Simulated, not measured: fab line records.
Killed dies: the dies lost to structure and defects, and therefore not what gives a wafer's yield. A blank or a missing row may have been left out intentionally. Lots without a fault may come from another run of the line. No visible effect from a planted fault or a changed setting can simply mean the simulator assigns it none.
fab line records    flow n5-finfet
[record] lots = 7  wafers = 39
route steps=1938 shown ZERO_LAYER@16 FIN_SAQP@130 SD_EPI_N@279 HKMG_FIN@413 MOL_CONTACT_COAG@547 BEOL_M0_SAQP@673
start-h: hours from the record's first day to the start of the lot's first wafer shown    wait-h: hours since the lot's step before    " as in the row above    L1.1+2: several wafers, shown together as one row    - no value, or no start given    * or withheld: withheld    < > ~ a bound
route shown NAME@n: a module of which the file shows steps, and the number in the route of the first    usual: average and standard deviation across the fault-free wafers    same: alike in all rows    chamber/n: place in a boat    sites: readings site by site    _std_site: the values' standard deviation    _edge_site: outer sites' mean less inner sites'    radius-mm: how far each site lies from the wafer's centre    mask NAME#n: copy n    behind: the most recent tool/chamber to have shaped the wafer    hold: reason for holding the lot/hours on hold/outcome of the hold    device: the n, p or np transistor that did not switch    end of line: the route-end tests of the same wafers    a step without rows: its recipe alone    killed: at the first sort, the dies lost to defects and structure; wafer yield is something else    map: dies across one wafer; x = killed, . = not, _ = none there
set.NAME: setting as actually run; set.NAME@STEP: the setting as run at that earlier step    model.NAME: the simulator's own value behind a step, which no gauge read
one table per step and one row per wafer, for lots whose settings were changed on purpose
[[steps]]
[step N5_ZERO_LAYER_ETCH_18]
[recipe] chemistry = HBr/Cl2  target = Si  target-depth-a = 1200  time-s = 40  pressure-mtorr = 10  icp-w = 800  bias-w = 75  HBr_flow_sccm = 150  Cl2_flow_sccm = 80
lot.wafer  tool       chamber  start-h  wait-h  set.target-depth-a  model.etch.depth-nm  model.ZERO_LAYER.feature-depth-nm  model.coat_of_ZERO_LAYER_COAT_05.thk-nm
L078.1     rie-si-04  0        38.39    0.0     1200                119                  119                                934.8
L078.2     "          2        "        "       1200                119.5                119.5                              936.5
L078.3     "          1        "        "       1200                118.6                118.6                              935.6
L078.4     "          3        "        "       1200                117.8                117.8                              931.2
L078.5     "          3        "        "       1200                118.3                118.3                              932.5
L078.6     "          0        "        "       1200                118.4                118.4                              936.4
L081.1     rie-si-05  0        54.79    0.0     485                 48.28                48.28                              960.3
L081.2     "          3        "        "       485                 47.97                47.97                              963.4
L081.3     "          2        "        "       1200                123.1                123.1                              932.6
L081.4     "          1        "        "       1200                120.2                120.2                              937.1
L081.5     "          2        "        "       485                 49.75                49.75                              959.9
L081.6     "          3        "        "       1200                117.8                117.8                              938.3
L082.1     rie-si-02  1        60.79    0.0     1839                184.2                184.2                              909.5
L082.2     "          0        "        "       1839                185.1                185.1                              910.3
L082.3     "          2        "        "       1200                120.4                120.4                              931.1
L082.4     "          3        "        "       1200                121.3                121.3                              932.8
L082.5     "          0        "        "       1839                185.7                185.7                              914.1
L082.6     "          3        "        "       1200                120.9                120.9                              931.1
L086.2     rie-si-04  3        84.92    0.0     1200                120.6                120.6                              929.2
L086.3     "          1        "        "       1200                121.3                121.3                              928.8
L086.4     "          0        "        "       1200                121.9                121.9                              932.1
L092.1     rie-si-04  3        121.18   0.1     1200                119.5                119.5                              929.8
L092.2     "          0        "        "       1200                119                  119                                930.6
L092.3     "          1        "        "       1200                120.2                120.2                              928
L092.4     "          2        "        "       1200                120.1                120.1                              930.3
L092.5     "          3        "        "       1200                118.2                118.2                              929.4
L092.6     "          0        "        "       1200                119.7                119.7                              930.5
L095.1     rie-si-04  1        139.15   0.0     1701                169.9                169.9                              911.4
L095.2     "          2        "        "       1200                120.8                120.8                              927
L095.3     "          0        "        "       1701                168.3                168.3                              908.1
L095.4     "          3        "        "       1200                118.6                118.6                              929.1
L095.5     "          2        "        "       1200                120.7                120.7                              926.3
L095.6     "          3        "        "       1701                167.8                167.8                              912
L097.1     rie-si-05  2        150.79   0.0     1886                195.1                195.1                              904.8
L097.2     "          1        "        "       1200                120.5                120.5                              931.7
L097.3     "          0        "        "       1886                189.4                189.4                              909.5
L097.4     "          3        "        "       1886                185.6                185.6                              909.1
L097.5     "          3        "        "       1200                117.8                117.8                              933
L097.6     "          2        "        "       1200                123.5                123.5                              929.7
[step N5_ZERO_LAYER_STRIP_24]
[recipe] chemistry = O2  power-w = 1000  temp-c = 250  overash-fraction = 0.3  pressure-mtorr = 1000  o2-flow-sccm = 6750
[usual] strip-time-to-endpoint-s = 43.88/0.098
lot.wafer  tool             chamber  start-h  wait-h  set.target-depth-a@ZERO_LAYER_ETCH_18  strip-time-to-endpoint-s
L078.1     plasma-asher-02  0        38.49    0.1     1200                                   43.98
L078.2     "                1        "        "       1200                                   44.05
L078.3     "                1        "        "       1200                                   43.98
L078.4     "                0        "        "       1200                                   43.87
L078.5     "                0        "        "       1200                                   43.93
L078.6     "                1        "        "       1200                                   44.03
L081.1     plasma-asher-02  0        54.89    0.1     485                                    44.73
L081.2     "                1        "        "       485                                    44.85
L081.3     "                0        "        "       1200                                   43.92
L081.4     "                1        "        "       1200                                   44.05
L081.5     "                0        "        "       485                                    44.73
L081.6     "                1        "        "       1200                                   44.09
L082.1     plasma-asher-01  1        60.89    0.1     1839                                   43.20
L082.2     "                0        "        "       1839                                   43.24
L082.3     "                0        "        "       1200                                   43.87
L082.4     "                1        "        "       1200                                   43.91
L082.5     "                1        "        "       1839                                   43.36
L082.6     "                0        "        "       1200                                   43.86
L086.2     plasma-asher-02  0        85.02    0.1     1200                                   43.81
L086.3     "                0        "        "       1200                                   43.78
L086.4     "                1        "        "       1200                                   43.89
L092.1     plasma-asher-01  1        121.28   0.1     1200                                   43.82
L092.2     "                0        "        "       1200                                   43.85
L092.3     "                0        "        "       1200                                   43.77
L092.4     "                1        "        "       1200                                   43.84
L092.5     "                1        "        "       1200                                   43.82
L092.6     "                0        "        "       1200                                   43.85
L095.1     plasma-asher-01  0        139.25   0.1     1701                                   43.28
L095.2     "                1        "        "       1200                                   43.75
L095.3     "                1        "        "       1701                                   43.17
L095.4     "                0        "        "       1200                                   43.80
L095.5     "                1        "        "       1200                                   43.73
L095.6     "                0        "        "       1701                                   43.29
L097.1     plasma-asher-01  0        150.89   0.1     1886                                   43.06
L097.2     "                1        "        "       1200                                   43.90
L097.3     "                0        "        "       1886                                   43.24
L097.4     "                1        "        "       1886                                   43.21
L097.5     "                0        "        "       1200                                   43.92
L097.6     "                1        "        "       1200                                   43.83
[step N5_FIN_SAQP_ETCH_65]
[recipe] chemistry = CF4  target = SiO2  target-depth-a = 40  ion-energy-ev = 350  time-s = 4.4  pressure-mtorr = 10  icp-w = 800  bias-w = 400  cf4-flow-sccm = 80
lot.wafer  tool       chamber  start-h  wait-h  set.time-s  model.etch.depth-nm
L078.1     rie-si-02  0        50.53    0.1     4.4         4.009
L078.2     "          3        "        "       4.4         4.005
L078.3     "          1        "        "       4.4         3.956
L078.4     "          2        "        "       4.4         3.978
L078.5     "          0        "        "       4.4         4.062
L078.6     "          1        "        "       4.4         3.948
L081.1     rie-si-05  2        65.78    0.1     4.4         4.124
L081.2     "          0        "        "       2.451       2.205
L081.3     "          3        "        "       2.451       2.169
L081.4     "          1        "        "       4.4         3.972
L081.5     "          2        "        "       4.4         4.146
L081.6     "          1        "        "       2.451       2.216
L082.1     rie-si-02  3        72.45    0.1     4.4         4.041
L082.2     "          0        "        "       4.4         4.036
L082.3     "          2        "        "       4.4         4.001
L082.4     "          1        "        "       4.4         3.961
L082.5     "          1        "        "       4.4         3.955
L082.6     "          0        "        "       4.4         4.065
L086.2     rie-si-02  2        98.09    0.1     4.4         3.985
L086.3     "          1        "        "       4.4         3.933
L086.4     "          0        "        "       4.4         4.029
L092.1     rie-si-04  2        132.76   0.1     6.456       6.003
L092.2     "          3        "        "       6.456       5.762
L092.3     "          1        "        "       6.456       5.816
L092.4     "          0        "        "       4.4         4.013
L092.5     "          2        "        "       4.4         4.109
L092.6     "          3        "        "       4.4         3.916
L095.1     rie-si-02  2        150.62   0.1     4.4         3.96
L095.2     "          3        "        "       4.4         4.009
L095.3+5   "          1        "        "       4.4         3.924
L095.4     "          0        "        "       4.4         4.008
L095.6     "          2        "        "       4.4         3.94
L097.1     rie-si-02  0        161.75   0.1     4.4         4.047
L097.2     "          3        "        "       4.4         4.034
L097.3     "          2        "        "       1.874       1.698
L097.4     "          1        "        "       4.4         3.95
L097.5     "          2        "        "       1.874       1.683
L097.6     "          3        "        "       1.874       1.717
[step N5_SD_EPI_N_ETCH_16]
[recipe] chemistry = CHF3/O2  target = SiO2  target-depth-a = 50  mask-material = SOC  pressure-mtorr = 30  source-w = 650  bias-w = 170  Ar_flow_sccm = 200  CHF3_flow_sccm = 50  O2_flow_sccm = 5  ion-energy-ev = 200
lot.wafer  tool         chamber  start-h  wait-h  set.target-depth-a  model.etch.depth-nm
L078.1     rie-diel-02  2        75.47    0.1     50                  5.088
L078.2     "            0        "        "       50                  5.136
L078.3     "            3        "        "       77.93               7.818
L078.4     "            0        "        "       50                  5.166
L078.5     "            3        "        "       77.93               7.772
L078.6     "            2        "        "       77.93               7.85
L081.1     rie-diel-06  3        90.87    0.1     50                  4.812
L081.2     "            1        "        "       50                  4.887
L081.3     "            0        "        "       50                  5.046
L081.4     "            3        "        "       50                  4.829
L081.5     "            0        "        "       50                  5.045
L081.6     "            1        "        "       50                  4.899
L082.1     rie-diel-05  2        97.55    0.1     50                  4.976
L082.2     "            3        "        "       50                  4.843
L082.3     "            0        "        "       20.31               2.035
L082.4     "            1        "        "       50                  5.125
L082.5     "            3        "        "       20.31               1.972
L082.6     "            2        "        "       20.31               2.036
L086.2     rie-diel-06  3        123.49   0.1     50                  4.825
L086.3     "            0        "        "       50                  4.974
L086.4     "            2        "        "       50                  5.041
L092.1     rie-diel-02  0        156.99   0.1     37.69               3.848
L092.2     "            1        "        "       50                  4.955
L092.3     "            3        "        "       50                  4.997
L092.4     "            2        "        "       50                  5.091
L092.5     "            3        "        "       37.69               3.772
L092.6     "            2        "        "       37.69               3.796
L095.1     rie-diel-06  3        175.22   0.1     50                  4.86
L095.2     "            0        "        "       50                  5.082
L095.3     "            2        "        "       70.37               7.127
L095.4     "            2        "        "       70.37               7.215
L095.5     "            0        "        "       50                  5.06
L095.6     "            3        "        "       70.37               6.859
L097.1     rie-diel-06  0        187.31   0.1     50                  5.047
L097.2     "            3        "        "       59.41               5.777
L097.3     "            1        "        "       50                  5.073
L097.4     "            2        "        "       59.41               6.046
L097.5     "            0        "        "       59.41               5.978
L097.6     "            1        "        "       50                  5.021
[step N5_HKMG_FIN_CVD_62]
[recipe] material = a-Si  target-thk-a = 30  temp-c = 500  precursor = Si2H6  pressure-torr = 1  time-s = 20.8
lot.wafer   tool               chamber  start-h  wait-h  set.time-s  model.a-Si_of_HKMG_FIN_CVD_62.thk-nm
L078.1+3+6  thermal-cvd-si-01  1,0,1    99.50    0.2     13.66       2
L078.2+5    "                  2,0      "        "       20.8        3
L078.4      "                  2        "        "       20.8        3.2
L081.1+2    thermal-cvd-si-02  1,2      116.79   0.2     20.8        3
L081.3+4+5  "                  2,1,2    "        "       13.36       2
L081.6      "                  1        "        "       20.8        3.2
L082.1+6    thermal-cvd-si-01  0,1      122.31   0.2     20.8        3
L082.2      "                  1        "        "       20.8        3.2
L082.3+4    "                  2        "        "       16.24       2.4
L082.5      "                  0        "        "       16.24       2.2
L086.2      thermal-cvd-si-01  0        146.85   0.2     20.8        3.2
L086.3+4    "                  0,1      "        "       20.8        3
L092.1+2+5  thermal-cvd-si-01  0,2,2    182.52   0.2     20.8        3
L092.3+4+6  "                  1,1,0    "        "       29.61       4.2
L095.1+4    thermal-cvd-si-02  1        199.67   0.4     16.98       2.4
L095.2+5    "                  2,1      "        "       20.8        3
L095.3      "                  2        "        "       16.98       2.2
L095.6      "                  2        "        "       20.8        2.8
L097.1+5+6  thermal-cvd-si-02  2,2,1    212.40   0.2     31.76       4.6
L097.2+3+4  "                  1,1,2    "        "       20.8        3
[step N5_MOL_CONTACT_COAG_SPUTTER_143]
[recipe] material = Co  target-thk-a = 25  temp-c = 25  chamber-pressure-pa = 0.2
lot.wafer         tool            chamber  start-h  wait-h  set.target-thk-a  model.Co_of_MOL_CONTACT_COAG_SPUTTER_143.thk-nm
L078.1+2+5        pvd-sputter-02  -        115.41   0.0     17.09             1.6
L078.3+4+6        "               -        "        "       25                2.4
L081.1+4+6        pvd-sputter-01  -        133.66   0.0     36.87             3.6
L081.2+3+5        "               -        "        "       25                2.4
L082.1+4          pvd-sputter-02  -        138.59   0.0     25                2.6
L082.2+6          "               -        "        "       29.5              3
L082.3            "               -        "        "       25                2.4
L082.5            "               -        "        "       29.5              3.2
L086.2+3+4        pvd-sputter-01  -        163.10   0.0     25                2.4
L092.1+2+3+4+5+6  pvd-sputter-01  -        200.95   0.0     25                2.4
L095.1+2+4        pvd-sputter-01  -        216.26   0.0     25                2.4
L095.3+5          "               -        "        "       15.93             1.6
L095.6            "               -        "        "       15.93             1.4
L097.1+3+5        pvd-sputter-02  -        229.43   0.0     25                2.2
L097.2+6          "               -        "        "       33.05             3
L097.4            "               -        "        "       33.05             3.2
[step N5_BEOL_M0_SAQP_ETCH_107]
[recipe] chemistry = CH3F/O2  target = SiNx  target-depth-a = 300  mask-material = SOC  pressure-mtorr = 30  source-w = 395  bias-w = 73  Ar_flow_sccm = 150  CH3F_flow_sccm = 30  O2_flow_sccm = 20  ion-energy-ev = 120
lot.wafer  tool         chamber  start-h  wait-h  set.target-depth-a  model.BEOL_M0_SAQP.feature-depth-nm  model.SOC_of_BEOL_M0_SAQP_COAT_105.thk-nm
L078.1     rie-diel-01  1        133.93   0.0     447.6               44.2                                 7.2
L078.2     "            2        "        "       447.6               46.2                                 4.2
L078.3     "            0        "        "       300                 30                                   11.8
L078.4     "            3        "        "       300                 30                                   12.4
L078.5     "            1        "        "       300                 29.6                                 12.8
L078.6     "            0        "        "       447.6               44.4                                 6.4
L081.1     rie-diel-04  2        154.58   0.0     300                 29.8                                 15.4
L081.2     "            0        "        "       417.4               40.8                                 11.2
L081.3     "            3        "        "       300                 29.6                                 15.4
L081.4     "            1        "        "       417.4               41.4                                 11.2
L081.5     "            1        "        "       300                 29.8                                 14.8
L081.6     "            2        "        "       417.4               41.8                                 11.4
L082.1     rie-diel-01  0        154.85   0.0     300                 30.4                                 11.2
L082.2+6   "            3        "        "       172.1               17.4                                 16.6
L082.3     "            2        "        "       300                 31.2                                 8.6
L082.4     "            1        "        "       172.1               17                                   17.8
L082.5     "            0        "        "       300                 30.4                                 11.8
L086.2     rie-diel-03  1        181.47   0.0     300                 30.4                                 10.2
L086.3     "            3        "        "       300                 29.4                                 14.6
L086.4     "            0        "        "       300                 30.4                                 11.4
L092.1     rie-diel-03  3        218.31   0.0     300                 29.2                                 15
L092.2     "            0        "        "       378                 38.2                                 8.4
L092.3     "            2        "        "       300                 29                                   15.4
L092.4     "            1        "        "       378                 38.4                                 6.8
L092.5     "            3        "        "       378                 36.4                                 12.4
L092.6     "            2        "        "       300                 29                                   15.2
L095.1     rie-diel-03  2        234.71   0.0     390.7               37.4                                 13
L095.2     "            3        "        "       300                 29.2                                 15.4
L095.3     "            0        "        "       300                 30.4                                 11.8
L095.4     "            1        "        "       390.7               39.8                                 6.8
L095.5     "            1        "        "       390.7               40.2                                 6.2
L095.6     "            0        "        "       300                 30.4                                 11
L097.1     rie-diel-01  1        245.37   0.0     172.7               17                                   18.2
L097.2     "            2        "        "       300                 30.8                                 9.6
L097.3     "            3        "        "       172.7               17.2                                 18.6
L097.4     "            0        "        "       172.7               17.4                                 18
L097.5     "            3        "        "       300                 30                                   13.8
L097.6     "            2        "        "       300                 31.2                                 9.6
[[key]]
[split] step = N5_ZERO_LAYER_ETCH_18  setting = target-depth-a  stated = 1200  by = wafer
[response] step = N5_ZERO_LAYER_ETCH_18  reading = model.etch.depth-nm  change = +1.2  per = 1%  r = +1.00
[response] step = N5_ZERO_LAYER_ETCH_18  reading = model.ZERO_LAYER.feature-depth-nm  change = +1.2  per = 1%  r = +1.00
[response] step = N5_ZERO_LAYER_ETCH_18  reading = model.coat_of_ZERO_LAYER_COAT_05.thk-nm  change = -0.408  per = 1%  r = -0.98
[response] step = N5_ZERO_LAYER_STRIP_24  reading = strip-time-to-endpoint-s  change = *  per = 1%  r = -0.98
[split] step = N5_FIN_SAQP_ETCH_65  setting = time-s  stated = 4.4  by = wafer
[response] step = N5_FIN_SAQP_ETCH_65  reading = model.etch.depth-nm  change = +0.0407  per = 1%  r = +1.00
[split] step = N5_SD_EPI_N_ETCH_16  setting = target-depth-a  stated = 50  by = wafer
[response] step = N5_SD_EPI_N_ETCH_16  reading = model.etch.depth-nm  change = +0.0493  per = 1%  r = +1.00
[split] step = N5_HKMG_FIN_CVD_62  setting = time-s  stated = 20.8  by = wafer
[response] step = N5_HKMG_FIN_CVD_62  reading = model.a-Si_of_HKMG_FIN_CVD_62.thk-nm  change = +0.0302  per = 1%  r = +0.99
[split] step = N5_MOL_CONTACT_COAG_SPUTTER_143  setting = target-thk-a  stated = 25  by = wafer
[response] step = N5_MOL_CONTACT_COAG_SPUTTER_143  reading = model.Co_of_MOL_CONTACT_COAG_SPUTTER_143.thk-nm  change = +0.0255  per = 1%  r = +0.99
[split] step = N5_BEOL_M0_SAQP_ETCH_107  setting = target-depth-a  stated = 300  by = wafer
[response] step = N5_BEOL_M0_SAQP_ETCH_107  reading = model.BEOL_M0_SAQP.feature-depth-nm  change = +0.31  per = 1%  r = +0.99
[response] step = N5_BEOL_M0_SAQP_ETCH_107  reading = model.SOC_of_BEOL_M0_SAQP_COAT_105.thk-nm  change = -0.145  per = 1%  r = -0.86
